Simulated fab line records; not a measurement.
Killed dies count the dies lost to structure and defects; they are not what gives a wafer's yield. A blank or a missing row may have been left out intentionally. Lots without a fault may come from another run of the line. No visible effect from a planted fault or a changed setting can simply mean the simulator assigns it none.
Which of the tools did it? | flow nand_harc | 6 lots, 18 wafers sampled, at 3 steps of a route of 1302

== WHAT THE GAUGES READ, wafer by wafer ==
NHARC_A_BONDPAD_OVL_MEAS_35.
lot  | measured     | on         | overlay_x_nm (nm)
L865 | day 24 04:59 | overlay-02 | -3 -3 -3
L868 | day 24 21:08 | overlay-02 | -8 -8 -8
L875 | day 28 02:51 | overlay-02 | -4 -3 -4
L881 | day 30 14:20 | overlay-01 | -8 -8 -8
L883 | day 31 04:23 | overlay-02 | 0 1 1
L885 | day 32 13:30 | overlay-02 | -10 -9 -10

== TOOL THAT RAN EACH LOT (tool first, then ch and the chambers of the sampled wafers, then the start) ==
lot  | NHARC_A_CHANNEL_FILL_D2_ALD_03      | NHARC_A_M1_PRE_CLEAN_32
L865 | ald_sin_batch-02 ch 0, day 14 19:53 | pecvd-04 ch 0,1,2, day 24 03:10
L868 | ald_sin_batch-03 ch 0, day 15 12:16 | pecvd-03 ch 0,2, day 24 19:12
L875 | ald_sin_batch-01 ch 0, day 18 16:17 | pecvd-02 ch 0,1,2, day 28 00:46
L881 | ald_sin_batch-01 ch 0, day 21 07:11 | pecvd-04 ch 1,2, day 30 12:23
L883 | ald_sin_batch-03 ch 0, day 21 11:53 | pecvd-03 ch 0,1,2, day 31 02:26
L885 | ald_sin_batch-02 ch 0, day 22 22:53 | pecvd-02 ch 0,1,2, day 32 11:28
- NHARC_A_CHANNEL_FILL_D2_ALD_03: deposits SiNx, target thk 6 nm, pulse time 60 s, ald cycles 58.
- NHARC_A_M1_PRE_CLEAN_32: time 12 s.

== THE ANSWER, worked out from the rows above alone ==
Rule: the usual values come from the lots themselves. Put in order of their means at a reading, lots are off if they are a third of the lots or fewer, leave a main group of 4 or more, and stand apart from it by a gap of 3 or more times the standard deviation of the main group's means; of several such gaps the widest counts. A main group whose means are all the same, to the digits that the tables above print for the reading, isn't used. Also off: a lot with no number at a reading for which 4 or more lots have one. Where the step has rows for the other lots, those lots are counted as sound.
Across all readings shown, no lot is off: no conclusion can be drawn from this.

== WHAT HAD BEEN PUT IN BY THE SIMULATOR ==
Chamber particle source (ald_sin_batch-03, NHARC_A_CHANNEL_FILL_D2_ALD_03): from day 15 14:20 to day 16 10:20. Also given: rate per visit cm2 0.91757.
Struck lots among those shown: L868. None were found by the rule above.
